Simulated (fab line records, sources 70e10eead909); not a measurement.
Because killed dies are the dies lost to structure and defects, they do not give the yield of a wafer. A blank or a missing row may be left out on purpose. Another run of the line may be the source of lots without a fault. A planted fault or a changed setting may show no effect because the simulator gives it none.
fab line records    flow nand_harc
record lots=7  wafers=21  last_day=33
route steps=1302 shown A_ONON_D2@546 END@1302
lots that met no fault: from a run of the same line without faults
start_h: hours from the record's first day to the start of the lot's first wafer shown    wait_h: how many hours have passed since the lot's step before this one    " the same as in the row above    L1.1+2: a row that stands for several wafers    - value missing, or start not given    * or withheld: withheld    < > ~ a bound
route shown NAME@n: NAME is a module with steps in the file, n the number in the route of the first one    usual: the fault-free wafers' mean and standard deviation    same: alike in all rows    chamber/n: place in a boat    sites: each site's reading    _std_site: standard deviation across them    _edge_site: inner sites' mean taken away from outer sites' mean    radius_mm: how far each site lies from the wafer's centre    mask NAME#n: copy n    behind: tool/chamber where the wafer was last shaped    hold: the reason the lot was held/the length of the hold in hours/how it ended    device: which transistor (n, p or np) failed to switch    end of line: tests of these same wafers at the route's end    for a step that has no rows: nothing shown but its recipe    killed: at the first sort, the dies lost to defects and structure; wafer yield is something else    map: shows each die of a wafer: x if killed, . if not, _ if none is there
set.NAME: the setting the step ran with; set.NAME@STEP: the setting that earlier step ran with    model.NAME: the simulator's own value behind a step, which no gauge read
lots at selected steps of the route; one table per step, one row per wafer
services: from which hour (start_h, from the record's first day; less than 0 if before it) a tool's chamber was out of use, for how many hours, and why
## steps
# step NHARC_A_ONON_D2_THK_MEAS_02
# recipe thk_meas_gauge=ellipsometry
# usual thk_nm=999/7.8
lot.wafer  tool           chamber  start_h  wait_h  thk_nm
L101.2     film_metro-02  -        305.96   -       1005
L101.3     "              -        "        "       1005
L101.6     "              -        "        "       1004
L104.2     film_metro-02  -        320.22   -       1006
L104.3     "              -        "        "       1007
L104.4     "              -        "        "       1006
L105.1     film_metro-02  -        352.86   -       989
L105.4     "              -        "        "       990
L105.5     "              -        "        "       988
L108.1     film_metro-01  -        361.83   -       1009
L108.3     "              -        "        "       1008
L108.4     "              -        "        "       1008
L119.1     film_metro-02  -        478.33   -       1003
L119.5     "              -        "        "       1005
L119.6     "              -        "        "       1006
L120.2     film_metro-01  -        486.60   -       1001
L120.3     "              -        "        "       999
L120.5     "              -        "        "       1002
L121.1     film_metro-02  -        501.56   -       1012
L121.2     "              -        "        "       1009
L121.3     "              -        "        "       1008
# step NHARC_A_ONON_D2_DEP_03
# recipe target_thk_a=10000  n2_flow_sccm=2750  n2o_flow_sccm=2000  nh3_flow_sccm=500  sih4_flow_sccm=210  temp_c=400
# step NHARC_A_ONON_D2_THK_MEAS_05
# recipe thk_meas_gauge=ellipsometry
# usual thk_nm=998/12
lot.wafer  tool           chamber  start_h  wait_h  thk_nm
L101.2     film_metro-01  -        306.52   -       1001
L101.3     "              -        "        "       1002
L101.6     "              -        "        "       1002
L104.2     film_metro-01  -        320.78   -       1018
L104.3     "              -        "        "       1016
L104.4     "              -        "        "       1018
L105.1     film_metro-01  -        353.43   -       982
L105.4     "              -        "        "       981
L105.5     "              -        "        "       982
L108.1     film_metro-01  -        362.39   -       1007
L108.3     "              -        "        "       1007
L108.4     "              -        "        "       1008
L119.1     film_metro-01  -        478.90   -       980
L119.5     "              -        "        "       982
L119.6     "              -        "        "       981
L120.2     film_metro-01  -        487.16   -       997
L120.3     "              -        "        "       997
L120.5     "              -        "        "       996
L121.1     film_metro-02  -        502.12   -       1006
L121.2     "              -        "        "       1004
L121.3     "              -        "        "       1006
# step NHARC_A_ONON_D2_DEP_06
# recipe target_thk_a=10000  n2_flow_sccm=2750  n2o_flow_sccm=2000  nh3_flow_sccm=500  sih4_flow_sccm=210  temp_c=400
# step NHARC_A_ONON_D2_THK_MEAS_08
# recipe thk_meas_gauge=ellipsometry
# usual thk_nm=1000/8.2
lot.wafer  tool           chamber  start_h  wait_h  thk_nm
L101.2     film_metro-01  -        307.09   -       1011
L101.3     "              -        "        "       1011
L101.6     "              -        "        "       1011
L104.2     film_metro-01  -        321.35   -       1014
L104.3     "              -        "        "       1013
L104.4     "              -        "        "       1014
L105.1     film_metro-02  -        354.00   -       989
L105.4     "              -        "        "       989
L105.5     "              -        "        "       989
L108.1     film_metro-01  -        362.95   -       1001
L108.3     "              -        "        "       998
L108.4     "              -        "        "       999
L119.1     film_metro-01  -        479.46   -       1003
L119.5     "              -        "        "       1003
L119.6     "              -        "        "       1004
L120.2     film_metro-02  -        487.73   -       1005
L120.3     "              -        "        "       1005
L120.5     "              -        "        "       1005
L121.1     film_metro-01  -        502.67   -       999
L121.2     "              -        "        "       998
L121.3     "              -        "        "       1000
# step NHARC_A_ONON_D2_DEP_09
# recipe target_thk_a=10000  n2_flow_sccm=2750  n2o_flow_sccm=2000  nh3_flow_sccm=500  sih4_flow_sccm=210  temp_c=400
# step NHARC_A_ONON_D2_THK_MEAS_11
# recipe thk_meas_gauge=ellipsometry
# usual thk_nm=1004/8
lot.wafer  tool           chamber  start_h  wait_h  thk_nm
L101.2     film_metro-01  -        307.66   -       1004
L101.3     "              -        "        "       1002
L101.6     "              -        "        "       1005
L104.2     film_metro-02  -        321.92   -       1013
L104.3     "              -        "        "       1014
L104.4     "              -        "        "       1012
L105.1     film_metro-01  -        354.56   -       1001
L105.4     "              -        "        "       1001
L105.5     "              -        "        "       1003
L108.1     film_metro-01  -        363.52   -       999
L108.3     "              -        "        "       997
L108.4     "              -        "        "       997
L119.1     film_metro-01  -        480.03   -       1002
L119.5     "              -        "        "       1004
L119.6     "              -        "        "       1002
L120.2     film_metro-01  -        488.30   -       999
L120.3     "              -        "        "       998
L120.5     "              -        "        "       999
L121.1     film_metro-01  -        503.24   -       993
L121.2     "              -        "        "       993
L121.3     "              -        "        "       993
# step NHARC_A_ONON_D2_DEP_12
# recipe target_thk_a=10000  n2_flow_sccm=2750  n2o_flow_sccm=2000  nh3_flow_sccm=500  sih4_flow_sccm=210  temp_c=400
# step NHARC_A_ONON_D2_THK_MEAS_14
# recipe thk_meas_gauge=ellipsometry
# usual thk_nm=1000/9.6
lot.wafer  tool           chamber  start_h  wait_h  thk_nm
L101.2     film_metro-01  -        308.25   -       1000
L101.3     "              -        "        "       1000
L101.6     "              -        "        "       1000
L104.2     film_metro-02  -        322.49   -       1023
L104.3     "              -        "        "       1024
L104.4     "              -        "        "       1024
L105.1     film_metro-02  -        355.13   -       1012
L105.4     "              -        "        "       1014
L105.5     "              -        "        "       1016
L108.1     film_metro-02  -        364.09   -       1019
L108.3     "              -        "        "       1018
L108.4     "              -        "        "       1017
L119.1     film_metro-02  -        480.59   -       996
L119.5     "              -        "        "       995
L119.6     "              -        "        "       995
L120.2     film_metro-02  -        488.86   -       1014
L120.3     "              -        "        "       1014
L120.5     "              -        "        "       1011
L121.1     film_metro-01  -        503.80   -       1005
L121.2     "              -        "        "       1004
L121.3     "              -        "        "       1004
# step NHARC_A_ONON_D2_ANNEAL_15
# recipe temp_c=750  time_s=3600
# step NHARC_A_ONON_D2_DEP_16
# recipe target_thk_a=10000  n2_flow_sccm=2750  n2o_flow_sccm=2000  nh3_flow_sccm=500  sih4_flow_sccm=210  temp_c=400
# step NHARC_A_ONON_D2_THK_MEAS_18
# recipe thk_meas_gauge=ellipsometry
# usual thk_nm=1000/9.1
lot.wafer  tool           chamber  start_h  wait_h  thk_nm
L101.2     film_metro-01  -        316.44   -       1005
L101.3     "              -        "        "       1006
L101.6     "              -        "        "       1006
L104.2     film_metro-01  -        330.02   -       1009
L104.3     "              -        "        "       1008
L104.4     "              -        "        "       1008
L105.1     film_metro-01  -        362.48   -       990
L105.4     "              -        "        "       989
L105.5     "              -        "        "       992
L108.1     film_metro-01  -        374.15   -       1010
L108.3     "              -        "        "       1010
L108.4     "              -        "        "       1009
L119.1     film_metro-01  -        487.97   -       999
L119.5     "              -        "        "       1000
L119.6     "              -        "        "       1000
L120.2     film_metro-01  -        496.26   -       997
L120.3     "              -        "        "       999
L120.5     "              -        "        "       997
L121.1     film_metro-01  -        511.18   -       999
L121.2     "              -        "        "       1001
L121.3     "              -        "        "       1001
# step NHARC_A_ONON_D2_DEP_19
# recipe target_thk_a=10000  n2_flow_sccm=2750  n2o_flow_sccm=2000  nh3_flow_sccm=500  sih4_flow_sccm=210  temp_c=400
# usual n2_flow_sccm=2751/8.6  n2o_flow_sccm=2001/5.6
lot.wafer  tool           chamber  start_h  wait_h  n2_flow_sccm  n2o_flow_sccm
L101.2     pecvd_onon-02  0        316.56   0.1     2746          2008
L101.3     "              0        "        "       2761          1995
L101.6     "              0        "        "       2739          1996
L104.2     pecvd_onon-03  0        330.13   0.1     2741          2009
L104.3     "              0        "        "       2763          2012
L104.4     "              0        "        "       2758          2003
L105.1     pecvd_onon-03  0        362.54   0.1     2750          2002
L105.4     "              0        "        "       2750          1998
L105.5     "              0        "        "       2757          2000
L108.1     pecvd_onon-04  0        374.21   0.1     2751          2003
L108.3     "              0        "        "       2752          2000
L108.4     "              0        "        "       2749          2007
L119.1     pecvd_onon-02  -        488.03   0.1     -             -
L119.5     "              -        "        "       -             -
L119.6     "              -        "        "       -             -
L120.2     pecvd_onon-03  -        496.38   0.1     -             -
L120.3     "              -        "        "       -             -
L120.5     "              -        "        "       -             -
L121.1     pecvd_onon-03  -        511.24   0.1     -             -
L121.2     "              -        "        "       -             -
L121.3     "              -        "        "       -             -
# step NHARC_END_SORT_01
# recipe temp_c=25
# usual killed_at_array=56/18  killed_at_other=1.4/1.5  killed_at_periphery=4/3.1  killed_dies=61/19  killed_open=3.5/1.8  killed_short=2.4/1.4
# same gross_dies=677
lot.wafer  tool       chamber  start_h  wait_h  killed_at_array  killed_at_other  killed_at_periphery  killed_dies  killed_open  killed_short
L105.1     prober-02  0        643.51   2.5     51               0                9                    60           4            5
L105.4     prober-02  0        645.90   3.4     57               0                4                    61           2            3
L119.1     prober-01  0        770.38   2.5     669              7                1                    677          1            2
L119.5     prober-01  0        773.55   3.7     675              1                1                    677          1            2
L119.6     prober-01  0        774.35   4.0     672              3                2                    677          4            1
L120.2     prober-02  0        771.46   2.8     671              2                4                    677          3            1
L120.3     prober-02  0        772.26   3.1     672              2                3                    677          5            1
L120.5     prober-02  0        773.86   3.7     670              2                5                    677          5            3
L121.1     prober-01  0        788.14   2.5     669              2                6                    677          3            4
L121.2     prober-01  0        788.94   2.8     671              4                2                    677          2            4
L121.3     prober-01  0        789.74   3.1     671              4                2                    677          2            2
# killed by level:class
L105.1 A_CHANNEL_HOLE_D2:chamber_film_flake=28 A_CHANNEL_HOLE_D1:chamber_film_flake=5 A_CONTACT:chamber_film_flake=4 P_M2:chamber_film_flake=3 A_STAIRCASE:chamber_film_flake=3 P_M2:geometric_particle:open=2 P_STI:chamber_film_flake=2 P_GATE:geometric_particle:open=1
L105.4 A_CHANNEL_HOLE_D2:chamber_film_flake=32 A_STAIRCASE:chamber_film_flake=6 A_CHANNEL_HOLE_D1:chamber_film_flake=4 A_M1:chamber_film_flake=4 A_CONTACT:chamber_film_flake=3 A_ZERO_WELL:chamber_film_flake=2 P_GATE:geometric_particle:short=1 P_CONTACT:geometric_particle:open=1
L119.1 A_ONON_D2:area_dep=590 A_CHANNEL_HOLE_D2:chamber_film_flake=27 A_SLIT:chamber_film_flake=23 A_CONTACT:chamber_film_flake=14 A_CHANNEL_HOLE_D1:chamber_film_flake=8 THIN_TSV:chamber_film_flake=7 A_BONDPAD:chamber_film_flake=2 A_CHANNEL_HOLE_D1:geometric_particle:short=1
L120.2 A_ONON_D2:area_dep=616 A_SLIT:chamber_film_flake=37 A_CHANNEL_HOLE_D2:chamber_film_flake=8 P_STI:chamber_film_flake=2 A_CHANNEL_HOLE_D1:unspecified=2 A_CONTACT:chamber_film_flake=2 THIN_TSV:chamber_film_flake=2 P_M0:geometric_particle:open=1
L120.3 A_ONON_D2:area_dep=626 A_SLIT:chamber_film_flake=29 A_CHANNEL_HOLE_D1:unspecified=4 A_CHANNEL_HOLE_D2:chamber_film_flake=3 A_BLC:geometric_particle:open=2 A_CONTACT:chamber_film_flake=2 THIN_TSV:chamber_film_flake=2 P_M0:geometric_particle:open=1
L119.5 A_ONON_D2:area_dep=593 A_SLIT:chamber_film_flake=30 A_CHANNEL_HOLE_D2:chamber_film_flake=21 A_CONTACT:chamber_film_flake=13 A_CHANNEL_HOLE_D1:chamber_film_flake=9 A_DECK1_JOINT:chamber_film_flake=2 A_BONDPAD:chamber_film_flake=2 A_CHANNEL_HOLE_D1:geometric_particle:short=1
L120.5 A_ONON_D2:area_dep=626 A_SLIT:chamber_film_flake=26 A_CHANNEL_HOLE_D2:chamber_film_flake=7 A_CONTACT:chamber_film_flake=4 P_CONTACT:geometric_particle:open=2 A_STAIRCASE:chamber_film_flake=2 THIN_TSV:chamber_film_flake=2 P_CONTACT:geometric_particle:short=1
L119.6 A_ONON_D2:area_dep=579 A_CHANNEL_HOLE_D2:chamber_film_flake=28 A_SLIT:chamber_film_flake=27 A_CONTACT:chamber_film_flake=20 A_CHANNEL_HOLE_D1:chamber_film_flake=10 A_STAIRCASE:chamber_film_flake=3 THIN_TSV:chamber_film_flake=3 P_GATE:geometric_particle:open=1
L121.1 A_ONON_D2:area_dep=595 A_SLIT:chamber_film_flake=25 A_CHANNEL_HOLE_D2:chamber_film_flake=20 A_CHANNEL_HOLE_D1:chamber_film_flake=14 A_CONTACT:chamber_film_flake=9 P_M0:geometric_particle:open=3 P_GATE:chamber_film_flake=2 A_DECK1_JOINT:chamber_film_flake=2
L121.2 A_ONON_D2:area_dep=601 A_CHANNEL_HOLE_D2:chamber_film_flake=21 A_SLIT:chamber_film_flake=19 A_CHANNEL_HOLE_D1:chamber_film_flake=15 A_CONTACT:chamber_film_flake=4 THIN_TSV:chamber_film_flake=4 A_DECK1_JOINT:chamber_film_flake=3 A_M1:chamber_film_flake=2
L121.3 A_ONON_D2:area_dep=616 A_CHANNEL_HOLE_D2:chamber_film_flake=22 A_SLIT:chamber_film_flake=14 A_CHANNEL_HOLE_D1:chamber_film_flake=9 THIN_TSV:chamber_film_flake=3 A_CHANNEL_FILL_D2:chamber_film_flake=2 A_STAIRCASE:chamber_film_flake=2 A_CONTACT:chamber_film_flake=2
# map L119.1 (x killed, . not)
____________x____________
_________xxxxxxx_________
_______xxxxxxxxxxx_______
______xxxxxxxxxxxxx______
_____xxxxxxxxxxxxxxx_____
____xxxxxxxxxxxxxxxxx____
____xxxxxxxxxxxxxxxxx____
___xxxxxxxxxxxxxxxxxxx___
___xxxxxxxxxxxxxxxxxxx___
__xxxxxxxxxxxxxxxxxxxxx__
__xxxxxxxxxxxxxxxxxxxxx__
_xxxxxxxxxxxxxxxxxxxxxxx_
_xxxxxxxxxxxxxxxxxxxxxxx_
_xxxxxxxxxxxxxxxxxxxxxxx_
_xxxxxxxxxxxxxxxxxxxxxxx_
_xxxxxxxxxxxxxxxxxxxxxxx_
xxxxxxxxxxxxxxxxxxxxxxxxx
xxxxxxxxxxxxxxxxxxxxxxxxx
xxxxxxxxxxxxxxxxxxxxxxxxx
xxxxxxxxxxxxxxxxxxxxxxxxx
xxxxxxxxxxxxxxxxxxxxxxxxx
_xxxxxxxxxxxxxxxxxxxxxxx_
_xxxxxxxxxxxxxxxxxxxxxxx_
_xxxxxxxxxxxxxxxxxxxxxxx_
_xxxxxxxxxxxxxxxxxxxxxxx_
_xxxxxxxxxxxxxxxxxxxxxxx_
__xxxxxxxxxxxxxxxxxxxxx__
__xxxxxxxxxxxxxxxxxxxxx__
___xxxxxxxxxxxxxxxxxxx___
___xxxxxxxxxxxxxxxxxxx___
____xxxxxxxxxxxxxxxxx____
____xxxxxxxxxxxxxxxxx____
_____xxxxxxxxxxxxxxx_____
______xxxxxxxxxxxxx______
_______xxxxxxxxxxx_______
_________xxxxxxx_________
____________x____________
# map L120.2 (x killed, . not)
____________x____________
_________xxxxxxx_________
_______xxxxxxxxxxx_______
______xxxxxxxxxxxxx______
_____xxxxxxxxxxxxxxx_____
____xxxxxxxxxxxxxxxxx____
____xxxxxxxxxxxxxxxxx____
___xxxxxxxxxxxxxxxxxxx___
___xxxxxxxxxxxxxxxxxxx___
__xxxxxxxxxxxxxxxxxxxxx__
__xxxxxxxxxxxxxxxxxxxxx__
_xxxxxxxxxxxxxxxxxxxxxxx_
_xxxxxxxxxxxxxxxxxxxxxxx_
_xxxxxxxxxxxxxxxxxxxxxxx_
_xxxxxxxxxxxxxxxxxxxxxxx_
_xxxxxxxxxxxxxxxxxxxxxxx_
xxxxxxxxxxxxxxxxxxxxxxxxx
xxxxxxxxxxxxxxxxxxxxxxxxx
xxxxxxxxxxxxxxxxxxxxxxxxx
xxxxxxxxxxxxxxxxxxxxxxxxx
xxxxxxxxxxxxxxxxxxxxxxxxx
_xxxxxxxxxxxxxxxxxxxxxxx_
_xxxxxxxxxxxxxxxxxxxxxxx_
_xxxxxxxxxxxxxxxxxxxxxxx_
_xxxxxxxxxxxxxxxxxxxxxxx_
_xxxxxxxxxxxxxxxxxxxxxxx_
__xxxxxxxxxxxxxxxxxxxxx__
__xxxxxxxxxxxxxxxxxxxxx__
___xxxxxxxxxxxxxxxxxxx___
___xxxxxxxxxxxxxxxxxxx___
____xxxxxxxxxxxxxxxxx____
____xxxxxxxxxxxxxxxxx____
_____xxxxxxxxxxxxxxx_____
______xxxxxxxxxxxxx______
_______xxxxxxxxxxx_______
_________xxxxxxx_________
____________x____________
## services
tool           chamber  start_h  hours  kind
pecvd_onon-04  -        311.50   13.0   pm
pecvd_onon-02  -        366.00   13.0   pm
pecvd_onon-03  -        408.00   13.0   pm
pecvd_onon-04  -        492.81   13.0   pm
## key
first_sign step=NHARC_A_ONON_D2_DEP_19  reading=tool_record  direction=missing
effect step=NHARC_END_SORT_01  reading=killed_at_array  direction=up  sigmas=34  usual=56  struck=671
more_kills_born_at NHARC_A_ONON_D2_DEP_19@pecvd_onon-03=3680  NHARC_A_ONON_D2_DEP_19@pecvd_onon-02=1761
met_at NHARC_A_ONON_D2_DEP_19
struck_wafers L119.1,L119.5,L119.6,L120.2,L120.3,L120.5,L121.1,L121.2,L121.3
later_rows_left_out L119.1,L119.5,L119.6,L120.2,L120.3,L120.5,L121.1,L121.2,L121.3
tester_left_out L119,L120,L121
onset_between 362.54 488.03
fault kind=skipped_step_whole  tool=pecvd_onon-02,pecvd_onon-03  chamber=-  onset_h=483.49  steps=NHARC_A_ONON_D2_DEP_19  scope=struck_lots_only
# tester_left_out: of these lots the tester's yield and bins aren't shown, on N5 and GAA mostly nor the transistor test; their killed dies are dies lost to structure and defects alone, not to doping, threshold or leakage, so they don't give the yield
# later_rows_left_out: the simulator's readings of these wafers behind a module that went badly wrong aren't trusted and aren't shown, but for the sort
